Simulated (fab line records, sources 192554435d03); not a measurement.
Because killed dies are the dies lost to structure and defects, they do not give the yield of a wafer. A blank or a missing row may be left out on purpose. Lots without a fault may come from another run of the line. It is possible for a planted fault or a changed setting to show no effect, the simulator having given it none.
fab line records -- flow n5-finfet
[record] lots = 11, wafers = 29, last-day = 17
route steps=1938 shown BEOL_M12@1639 TV_LITHO@1883 PASSIVATION@1916
lots that met no fault: from a run of the same line without faults
start-h: hours from the record's first day to the start of the lot's first wafer shown -- wait-h: hours from the lot's prior step to this one -- " same as the row above -- L1.1+2: a row that stands for several wafers -- - no value, or no start was given -- * or withheld: withheld -- < > ~ a bound
route shown NAME@n: a module of which the file shows steps, and the number in the route of the first -- usual: average and standard deviation across the fault-free wafers -- same: alike in all rows -- chamber/n: place in a boat -- sites: each site's reading -- _std_site: their standard deviation -- _edge_site: outer sites' mean less inner sites' -- radius-mm: for every site, how far away it sits from the centre of the wafer -- mask NAME#n: copy n -- behind: tool/chamber where the wafer was last shaped -- hold: reason for holding the lot/hours on hold/outcome of the hold -- device: names the non-switching transistor (n, p or np) -- end of line: the same wafers' tests at the end of the route -- step lacking rows: just its recipe -- killed: not the wafer's yield, but the dies lost to structure and defects at the first sort -- map: per-die view of a wafer (x killed, . not killed, _ where there is no die)
set.NAME: the run value of the setting; set.NAME@STEP: its run value at that earlier step -- model.NAME: the simulator's own value behind a step, which no gauge read
a sample of lots followed through the steps of the route, with each step as a table and each wafer as a row
services: when a tool's chamber went out of use (start-h, in hours from the record's first day, below 0 if earlier), for how many hours, and the reason
[[steps]]
[step N5_BEOL_M12_TRENCH_ETCH_34]
[recipe] chemistry = C4F8/O2/Ar, target = SiOC, target-depth-a = 3189.5, mask-material = SOC, pressure-mtorr = 30, source-w = 3000, bias-w = 700, Ar_flow_sccm = 400, C4F8_flow_sccm = 15, O2_flow_sccm = 8, he-inner-torr = 15, he-outer-torr = 30, time-s = 125.5, ion-energy-ev = 250
[usual] O2_flow_sccm = 8.000/0.024, bias-w = 699.9/2.2, drypump-motor-current-A = 5.7/0.52, oes-product-au = 0.81/0.063, rf-vpp-V = 666/3.4, showerhead-plenum-p-Torr = 3.42/0.13, throttle-valve-pct = 24.14/0.14
lot.wafer,tool,chamber,start-h,wait-h,O2_flow_sccm,bias-w,drypump-motor-current-A,oes-product-au,rf-hours-counter-h,rf-vpp-V,showerhead-plenum-p-Torr,throttle-valve-pct
L822.4,rie-diel-02,1,215.86,0.0,7.996,696.9,5.6,0.82,76,666,3.43,23.83
L822.5,rie-diel-02,3,215.86,0.0,8.030,699.4,4.7,0.82,-,662,3.30,24.24
L822.6,rie-diel-02,2,215.86,0.0,8.007,699.9,5.8,0.80,-,669,3.57,24.03
L823.2,rie-diel-02,2,234.42,0.0,7.959,698.4,5.7,0.78,100,670,3.57,24.04
L823.3,rie-diel-02,3,234.42,0.0,7.968,699.1,4.7,0.81,95,662,3.29,24.25
L823.4,rie-diel-02,1,234.42,0.0,8.001,696.6,5.6,0.80,82,668,3.43,23.82
L828.1,rie-diel-01,1,261.31,0.0,8.001,705.9,5.4,0.67,250,663,3.36,24.29
L828.5,rie-diel-01,3,261.31,0.0,7.967,702.4,5.7,0.80,-,663,3.31,24.21
L828.6,rie-diel-01,1,261.31,0.0,8.045,703.0,5.3,0.66,-,663,3.36,24.29
L827.2,rie-diel-01,1,261.80,0.0,7.991,703.4,5.3,0.66,250,666,3.36,24.30
L827.3,rie-diel-01,3,261.80,0.0,7.986,699.9,5.8,0.80,72,664,3.31,24.17
L827.5,rie-diel-01,2,261.80,0.0,7.997,695.6,6.4,0.88,-,663,3.33,24.00
L831.1,rie-diel-06,2,280.84,0.0,7.966,701.8,5.4,0.84,71,670,3.60,24.37
L831.5,rie-diel-06,1,280.84,0.0,8.007,699.7,6.6,0.77,-,664,3.27,24.23
L833.5,rie-diel-06,1,289.74,0.1,8.009,697.7,6.6,0.76,-,664,3.27,24.22
L833.6,rie-diel-06,0,289.74,0.1,7.947,698.9,5.3,0.84,-,669,3.59,24.17
L835.3,rie-diel-06,2,312.05,0.0,7.963,703.2,5.4,0.82,79,671,3.59,24.38
L835.4,rie-diel-06,3,312.05,0.0,8.026,704.4,5.1,0.80,94,670,3.56,24.14
L835.6,rie-diel-06,1,312.05,0.0,8.023,702.2,6.7,0.76,-,663,3.26,24.24
L840.1,rie-diel-02,0,341.85,0.0,7.981,695.8,5.8,0.77,113,667,3.45,24.03
L840.6,rie-diel-02,2,341.85,0.0,7.996,702.2,5.7,0.77,-,669,3.56,24.04
L841.2,rie-diel-06,0,344.62,0.0,7.970,698.1,5.3,0.82,73,669,3.58,24.20
L841.4,rie-diel-06,3,344.62,0.0,8.027,701.1,5.1,0.79,106,671,3.55,24.14
L841.6,rie-diel-06,0,344.62,0.0,8.017,700.4,5.3,0.81,-,670,3.58,24.21
L843.1,rie-diel-02,2,364.73,0.0,8.020,697.9,5.7,0.77,121,669,3.56,24.07
L843.5,rie-diel-02,2,364.73,0.0,8.018,696.8,5.7,0.77,-,671,3.56,24.06
L844.1,rie-diel-06,2,375.22,0.0,7.964,697.3,5.5,0.81,99,669,3.58,24.40
L844.2,rie-diel-06,0,375.22,0.0,7.970,700.2,5.3,0.80,83,670,3.58,24.22
L844.6,rie-diel-06,2,375.22,0.0,7.957,700.7,5.5,0.81,-,670,3.58,24.40
[step N5_PASSIVATION_CD_MEAS_10]
[recipe] target-cd-nm = 3000, landing-energy-ev = 500, detector = se-inlens
[usual] cd-nm = 3000.0/2.4
lot.wafer,tool,chamber,start-h,wait-h,cd-nm
L822.4,cd-sem-01,0,241.26,-,2996.6
L822.5,cd-sem-01,0,241.26,-,3002.0
L822.6,cd-sem-01,0,241.26,-,3000.6
L823.2,cd-sem-01,0,263.89,-,2997.8
L823.3,cd-sem-01,0,263.89,-,2996.9
L823.4,cd-sem-01,0,263.89,-,2996.0
L827.2,cd-sem-01,0,301.18,-,3001.4
L827.3,cd-sem-01,0,301.18,-,3001.1
L827.5,cd-sem-01,0,301.18,-,2999.9
L828.1,cd-sem-02,0,304.56,-,3002.9
L828.5,cd-sem-02,0,304.56,-,3000.1
L828.6,cd-sem-02,0,304.56,-,3000.3
L831.1,cd-sem-03,0,316.52,-,3000.1
L831.5,cd-sem-03,0,316.52,-,2998.2
L833.5,cd-sem-01,0,331.54,-,3002.6
L833.6,cd-sem-01,0,331.54,-,3002.4
L835.3,cd-sem-02,0,346.55,-,2999.7
L835.4,cd-sem-02,0,346.55,-,2999.9
L835.6,cd-sem-02,0,346.55,-,2999.0
L840.1,cd-sem-02,0,370.19,-,2998.6
L840.6,cd-sem-02,0,370.19,-,2998.5
L841.2,cd-sem-02,0,374.40,-,2997.7
L841.4,cd-sem-02,0,374.40,-,3003.0
L841.6,cd-sem-02,0,374.40,-,2997.9
L843.1,cd-sem-03,0,391.29,-,3002.0
L843.5,cd-sem-03,0,391.29,-,3002.6
L844.1,cd-sem-03,0,406.80,-,3001.7
L844.2,cd-sem-03,0,406.80,-,2996.5
L844.6,cd-sem-03,0,406.80,-,3000.1
[step N5_PASSIVATION_PECVD_35]
[recipe] material = SiNx, target-thk-a = 7000, temp-c = 400, precursor = SiH4/NH3/N2, pressure-torr = 4.9, rf-w = 1406, time-s = 151.3
[usual] chamber-pressure-Torr = 4.899/0.01, heater-power-w = 379/93, showerhead-plenum-p-Torr = 8.68/0.076, throttle-valve-pct = 29.9/1.5
lot.wafer,tool,chamber,start-h,wait-h,chamber-pressure-Torr,heater-power-w,showerhead-plenum-p-Torr,throttle-valve-pct
L822.4,pecvd-02,2,244.63,0.1,4.904,397,8.58,28.6
L822.5,pecvd-02,0,244.63,0.1,4.898,398,8.67,28.8
L822.6,pecvd-02,1,244.63,0.1,4.910,410,8.69,29.3
L823.2,pecvd-04,2,268.28,0.1,4.897,261,8.66,29.8
L823.3,pecvd-04,1,268.28,0.1,4.903,503,8.61,29.7
L823.4,pecvd-04,2,268.28,0.1,4.893,300,8.65,29.8
L827.2,pecvd-01,1,304.47,0.1,4.896,352,8.68,29.8
L827.3,pecvd-01,2,304.47,0.1,4.889,276,8.71,30.6
L827.5,pecvd-01,1,304.47,0.1,4.908,375,8.68,29.7
L828.1,pecvd-04,2,307.74,0.1,4.893,321,8.67,30.0
L828.5,pecvd-04,0,307.74,0.1,4.896,397,8.71,28.8
L828.6,pecvd-04,2,307.74,0.1,4.896,349,8.66,29.7
L831.1,pecvd-01,0,319.83,0.1,4.888,346,8.87,33.7
L831.5,pecvd-01,1,319.83,0.1,4.900,370,8.68,29.5
L833.5,pecvd-01,1,334.88,0.1,4.902,311,8.68,29.6
L833.6,pecvd-01,0,334.88,0.1,4.912,345,8.87,34.0
L835.3,pecvd-02,0,349.85,0.1,4.901,490,8.66,28.7
L835.4,pecvd-02,2,349.85,0.1,4.892,376,8.55,28.4
L835.6,pecvd-02,1,349.85,0.1,4.900,364,8.67,29.4
L840.1,pecvd-04,2,373.14,0.1,4.888,346,8.66,30.0
L840.6,pecvd-04,0,373.14,0.1,4.903,365,8.70,28.7
L841.2,pecvd-01,2,377.68,0.1,4.903,212,8.74,30.8
L841.4,pecvd-01,2,377.68,0.1,4.885,261,8.74,31.0
L841.6,pecvd-01,0,377.68,0.1,4.890,235,8.90,34.1
L843.1,pecvd-02,1,394.24,0.1,4.908,405,8.67,28.9
L843.5,pecvd-02,0,394.24,0.1,4.896,488,8.66,28.9
L844.1,pecvd-04,1,411.13,0.1,4.901,607,8.61,30.1
L844.2,pecvd-04,0,411.13,0.1,4.894,342,8.69,29.0
L844.6,pecvd-04,2,411.13,0.1,4.909,299,8.66,30.1
[step N5_PASSIVATION_DESCUM_46]
[recipe] chemistry = O2, time-s = 7.9, source-power-w = 50, bias-power-w = 20, pressure-mtorr = 20, rf-frequency-hz = 2.712e+07, temp-c = 40, o2-flow-sccm = 225
[usual] drypump-motor-current-A = 5.7/0.51, oes-product-au = 0.81/0.06, rf-vpp-V = 243.3/1.5, showerhead-plenum-p-Torr = 2.10/0.084, throttle-valve-pct = 20.39/0.17
lot.wafer,tool,chamber,start-h,wait-h,drypump-motor-current-A,oes-product-au,rf-hours-counter-h,rf-vpp-V,showerhead-plenum-p-Torr,throttle-valve-pct
L822.4,rie-diel-01,3,245.34,0.3,5.7,0.80,-,242.8,2.03,20.42
L822.5,rie-diel-01,2,245.34,0.3,6.4,0.90,-,242.6,2.03,20.17
L822.6,rie-diel-01,1,245.34,0.3,5.3,0.68,-,243.8,2.06,20.56
L823.2,rie-diel-01,3,269.06,0.2,5.7,0.80,75,243.0,2.03,20.46
L823.3,rie-diel-01,1,269.06,0.2,5.3,0.67,253,242.7,2.06,20.58
L823.4,rie-diel-01,3,269.06,0.2,5.7,0.80,-,243.4,2.03,20.44
L827.2,rie-diel-01,3,305.25,0.2,5.7,0.77,88,242.4,2.02,20.48
L827.3,rie-diel-01,1,305.25,0.2,5.3,0.99,4,240.8,2.06,20.28
L827.5,rie-diel-01,2,305.25,0.2,6.4,0.86,-,242.6,2.03,20.18
L828.1,rie-diel-02,1,308.39,0.0,5.6,0.78,105,243.4,2.11,20.26
L828.5,rie-diel-02,0,308.39,0.0,5.8,0.77,-,242.0,2.10,20.10
L828.6,rie-diel-02,1,308.39,0.0,5.6,0.79,-,244.8,2.11,20.28
L831.1,rie-diel-02,1,320.55,0.1,5.6,0.79,110,243.4,2.11,20.28
L831.5,rie-diel-02,1,320.55,0.1,5.6,0.79,-,244.3,2.11,20.28
L833.5,rie-diel-01,1,335.36,0.0,5.3,0.95,-,242.0,2.05,20.29
L833.6,rie-diel-01,2,335.36,0.0,6.4,0.85,-,242.7,2.02,20.20
L835.3,rie-diel-02,1,350.70,0.2,5.6,0.77,125,243.1,2.10,20.31
L835.4,rie-diel-02,2,350.70,0.2,5.8,0.77,115,246.2,2.22,20.50
L835.6,rie-diel-02,1,350.70,0.2,5.6,0.76,-,243.6,2.10,20.31
L840.1,rie-diel-06,1,373.84,0.0,6.6,0.74,175,241.5,1.99,20.58
L840.6,rie-diel-06,2,373.84,0.0,5.4,0.81,-,244.4,2.20,20.58
L841.2,rie-diel-06,0,378.20,0.0,5.3,0.79,84,245.2,2.22,20.62
L841.4,rie-diel-06,3,378.20,0.0,5.1,0.79,117,245.9,2.17,20.41
L841.6,rie-diel-06,0,378.20,0.0,5.3,0.80,-,244.8,2.22,20.64
L843.1,rie-diel-01,2,394.89,0.0,6.4,0.82,77,241.8,2.01,20.23
L843.5,rie-diel-01,1,394.89,0.0,5.3,0.90,-,242.5,2.05,20.33
L844.1,rie-diel-06,3,411.77,0.0,5.1,0.78,127,244.9,2.17,20.42
L844.2,rie-diel-06,1,411.77,0.0,6.7,0.73,188,242.4,1.99,20.58
L844.6,rie-diel-06,3,411.77,0.0,5.1,0.78,-,243.4,2.17,20.41
[step N5_PASSIVATION_PROBE_49]
[usual] defect-limited-yield = 91.5/1.6, killed_at_M0_to_M3 = 33/10, killed_at_M4_up = 13/5.6, killed-at-contacts = 13/6, killed-at-front-end = 39/12, killed-at-other = 3.0/2.8, killed-dies = 101/19, killed-open = 65/13, killed-short = 32/8.3, sort_bin_5_function = 5.0/1, sort_bin_6_memory = 3.1/0.69, sort-n-pass = 1079/19, sort-yield-pct = 91.5/1.6
[same] gross-dies = 1180, killed-at-back-side = 0, sort_bin_4_leakage[%] = 0, sort_bin_8_speed[%] = 0
lot.wafer,tool,chamber,start-h,wait-h,defect-limited-yield[%],killed_at_M0_to_M3,killed_at_M4_up,killed-at-contacts,killed-at-front-end,killed-at-other,killed-dies,killed-open,killed-short,sort_bin_5_function[%],sort_bin_6_memory[%],sort-n-pass,sort-yield-pct[%]
L827.2,prober-01,-,308.35,0.1,94.2,25,9,8,27,0,69,50,16,3.1,2.8,1111,94.2
L827.3,prober-01,-,308.40,0.1,80.8,41,127,15,42,2,227,77,30,11.4,5.1,953,80.8
L827.5,prober-01,-,308.50,0.2,91.7,41,16,10,29,2,98,55,41,5.1,3.1,1082,91.7
L828.1,prober-01,-,311.45,0.0,91.5,22,11,9,55,3,100,55,42,4.8,3.1,1080,91.5
L828.5,prober-01,-,311.65,0.2,82.4,25,116,11,43,13,208,67,28,11.4,3.3,972,82.4
L828.6,prober-01,-,311.70,0.3,92.4,16,4,14,55,1,90,55,32,4.2,2.9,1090,92.4
L833.5,prober-02,-,338.58,0.2,90.8,46,15,6,39,3,109,64,38,5.0,3.2,1071,90.8
L833.6,prober-02,-,338.63,0.3,90.9,22,23,5,54,3,107,72,27,4.7,3.7,1073,90.9
L835.3,prober-02,-,353.86,0.1,93.2,17,11,5,47,0,80,51,24,4.2,2.4,1100,93.2
L835.4,prober-02,-,353.91,0.2,90.8,31,2,18,54,3,108,71,33,5.4,3.4,1072,90.8
L835.6,prober-02,-,354.01,0.3,93.1,32,5,7,36,2,82,42,38,3.8,2.7,1098,93.1
L840.1,prober-01,-,376.89,0.0,94.5,35,5,2,23,0,65,50,14,3.1,2.3,1115,94.5
L844.1,prober-02,-,414.82,0.0,92.3,26,11,8,39,7,91,54,34,4.7,2.5,1089,92.3
L844.2,prober-02,-,414.87,0.1,91.1,33,15,6,44,7,105,69,33,6.2,2.2,1075,91.1
L844.6,prober-02,-,415.07,0.3,91.9,37,18,8,31,1,95,52,41,5.3,2.5,1085,91.9
// killed by level:class
L827.2 FIN_SAQP:geometric-particle:open=11 MOL_CONTACT_COAG:geometric-particle:open=8 BEOL_M2:geometric-particle:open=8 FIN_SAQP:geometric-particle:short=6 BEOL_M0_SAQP:geometric-particle:open=6 STI_FIN_REVEAL:geometric-particle:open=5 BEOL_M4:geometric-particle:open=4 BEOL_M2:geometric-particle:short=3
L827.3 BEOL_M12:unspecified=118 MOL_CONTACT_COAG:geometric-particle:open=12 FIN_SAQP:geometric-particle:open=11 BEOL_M2:geometric-particle:open=8 BEOL_M1:geometric-particle:open=8 BEOL_M0_SAQP:geometric-particle:short=6 BEOL_M3:geometric-particle:open=6 FIN_SAQP:geometric-particle:short=5
L827.5 FIN_SAQP:geometric-particle:short=11 FIN_SAQP:geometric-particle:open=7 BEOL_M0_SAQP:geometric-particle:short=7 BEOL_M2:geometric-particle:open=7 MOL_CONTACT_COAG:geometric-particle:open=6 BEOL_M0_SAQP:geometric-particle:open=6 BEOL_M0:geometric-particle:open=6 BEOL_M1:geometric-particle:open=5
L828.1 FIN_SAQP:geometric-particle:open=11 GATE_CUT:geometric-particle:short=9 FIN_SAQP:geometric-particle:short=8 STI_FIN_REVEAL:geometric-particle:open=7 GATE_CUT:geometric-particle:open=6 MOL_CONTACT_COAG:geometric-particle:open=6 BEOL_M0_SAQP:geometric-particle:short=4 BEOL_M0_SAQP:geometric-particle:open=4
L828.5 BEOL_M12:unspecified=110 FIN_SAQP:geometric-particle:open=13 FIN_SAQP:geometric-particle:short=10 MOL_CONTACT_COAG:geometric-particle:open=10 PASS1_CAP:geometric-particle:open=10 BEOL_M2:geometric-particle:open=6 GATE_CUT:geometric-particle:short=5 BEOL_M1:geometric-particle:open=5
L828.6 GATE_CUT:geometric-particle:short=14 FIN_SAQP:geometric-particle:open=12 MOL_CONTACT_COAG:geometric-particle:open=11 STI_FIN_REVEAL:geometric-particle:open=8 BEOL_M1:geometric-particle:open=5 FIN_SAQP:geometric-particle:short=4 DUMMY_GATE:geometric-particle:open=4 STI_FIN_REVEAL:geometric-particle:short=3
L833.5 BEOL_M0_SAQP:geometric-particle:open=9 BEOL_M3:geometric-particle:open=8 BEOL_M4:geometric-particle:open=8 BEOL_M2:geometric-particle:open=7 HKMG_FIN:area-etch=6 BEOL_M1:geometric-particle:short=5 STI_FIN_REVEAL:geometric-particle:open=5 DUMMY_GATE:geometric-particle:open=5
L833.6 STI_FIN_REVEAL:geometric-particle:open=13 BEOL_M2:geometric-particle:open=10 BEOL_M4:geometric-particle:open=9 FIN_SAQP:geometric-particle:open=6 DUMMY_GATE:geometric-particle:open=6 MOL_CONTACT_COAG:geometric-particle:open=5 BEOL_M2:geometric-particle:short=5 HKMG_FIN:area-etch=5
L835.3 FIN_SAQP:geometric-particle:open=10 FIN_SAQP:geometric-particle:short=8 STI_FIN_REVEAL:geometric-particle:open=7 BEOL_M4:geometric-particle:open=7 GATE_CUT:geometric-particle:short=6 BEOL_M1:geometric-particle:open=5 BEOL_M2:geometric-particle:open=5 STARTING-WAFER:geometric-particle:open=4
L835.4 FIN_SAQP:geometric-particle:open=19 MOL_CONTACT_COAG:geometric-particle:open=16 FIN_SAQP:geometric-particle:short=10 BEOL_M0_SAQP:geometric-particle:open=7 BEOL_M3:geometric-particle:open=6 DUMMY_GATE:geometric-particle:open=5 BEOL_M3:geometric-particle:short=5 GATE_CUT:geometric-particle:short=4
L835.6 FIN_SAQP:geometric-particle:short=8 MOL_CONTACT_COAG:geometric-particle:open=6 BEOL_M2:geometric-particle:open=6 BEOL_M3:geometric-particle:open=6 STARTING-WAFER:geometric-particle:short=6 GATE_CUT:geometric-particle:short=5 BEOL_M0_SAQP:geometric-particle:short=5 FIN_SAQP:geometric-particle:open=4
L840.1 BEOL_M2:geometric-particle:open=12 BEOL_M0_SAQP:geometric-particle:open=9 BEOL_M0_SAQP:geometric-particle:short=5 BEOL_M1:geometric-particle:open=5 STI_FIN_REVEAL:geometric-particle:open=4 DUMMY_GATE:geometric-particle:open=4 GATE_CUT:geometric-particle:short=4 FIN_SAQP:geometric-particle:open=3
L844.1 STI_FIN_REVEAL:geometric-particle:open=11 FIN_SAQP:geometric-particle:short=6 BEOL_M3:geometric-particle:open=6 STI_FIN_REVEAL:geometric-particle:short=5 MOL_CONTACT_COAG:geometric-particle:open=5 BEOL_M0_SAQP:geometric-particle:short=5 BEOL_M1:geometric-particle:open=5 FIN_SAQP:geometric-particle:open=4
L844.2 FIN_SAQP:geometric-particle:short=10 DUMMY_GATE:geometric-particle:open=10 STI_FIN_REVEAL:geometric-particle:open=9 BEOL_M0:geometric-particle:open=5 BEOL_M2:geometric-particle:open=5 BEOL_M4:geometric-particle:open=5 MOL_CONTACT_COAG:geometric-particle:open=4 BEOL_M0_SAQP:geometric-particle:short=4
L844.6 BEOL_M0_SAQP:geometric-particle:open=11 BEOL_M0_SAQP:geometric-particle:short=11 FIN_SAQP:geometric-particle:short=8 MOL_CONTACT_COAG:geometric-particle:open=8 STI_FIN_REVEAL:geometric-particle:open=7 BEOL_M5:geometric-particle:short=6 BEOL_M3:geometric-particle:open=4 BEOL_M8:geometric-particle:open=4
[[services]]
tool,chamber,start-h,hours,kind
pecvd-01,2,217.11,6.5,repair
rie-diel-06,3,219.51,1.4,repair
rie-diel-01,0,239.19,-,clean
rie-diel-01,0,239.19,-,consumable-replace:focus-ring
rie-diel-01,0,239.19,-,consumable-replace:showerhead
rie-diel-01,0,239.19,32.1,scheduled-down
rie-diel-01,0,239.19,32.1,vent-cycle
pecvd-01,-,252.22,2.3,repair
rie-diel-02,1,259.35,18.6,repair
rie-diel-01,1,271.35,-,clean
rie-diel-01,1,271.35,-,consumable-replace:focus-ring
rie-diel-01,1,271.35,14.4,scheduled-down
rie-diel-01,1,271.35,14.4,vent-cycle
pecvd-04,0,271.90,10.6,repair
pecvd-02,-,278.99,1.1,repair
pecvd-02,0,297.90,5.5,scheduled-down
pecvd-04,0,320.09,16.5,scheduled-down
rie-diel-02,3,329.31,13.5,repair
rie-diel-06,-,358.14,0.3,repair
rie-diel-01,1,368.16,6.0,repair
pecvd-04,1,370.49,5.5,scheduled-down
pecvd-02,2,376.51,7.6,repair
rie-diel-02,1,382.68,3.1,repair
rie-diel-01,3,400.26,16.0,repair
[[key]]
[first-sign] step = N5_PASSIVATION_PROBE_49, reading = killed_at_M4_up, direction = up, sigmas = 19, usual = 13, struck = 122
[effect] step = N5_PASSIVATION_PROBE_49, reading = defect-limited-yield, direction = down, sigmas = 6.1, usual = 91.5, struck = 81.6
[more-kills-born-at] N5_BEOL_M12_TRENCH_ETCH_34@rie-diel-01 = 228
met-at N5_BEOL_M12_TRENCH_ETCH_34
struck-lots L827,L828
struck-wafers L827.3,L828.5
not-acting-at N5_PASSIVATION_CD_MEAS_10,N5_PASSIVATION_PECVD_35,N5_PASSIVATION_DESCUM_46
[fault] kind = chamber-particle-source, tool = rie-diel-01, chamber = 3, onset-h = 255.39, steps = N5_BEOL_M12_TRENCH_ETCH_34, rate-per-visit-cm2 = 0.81499
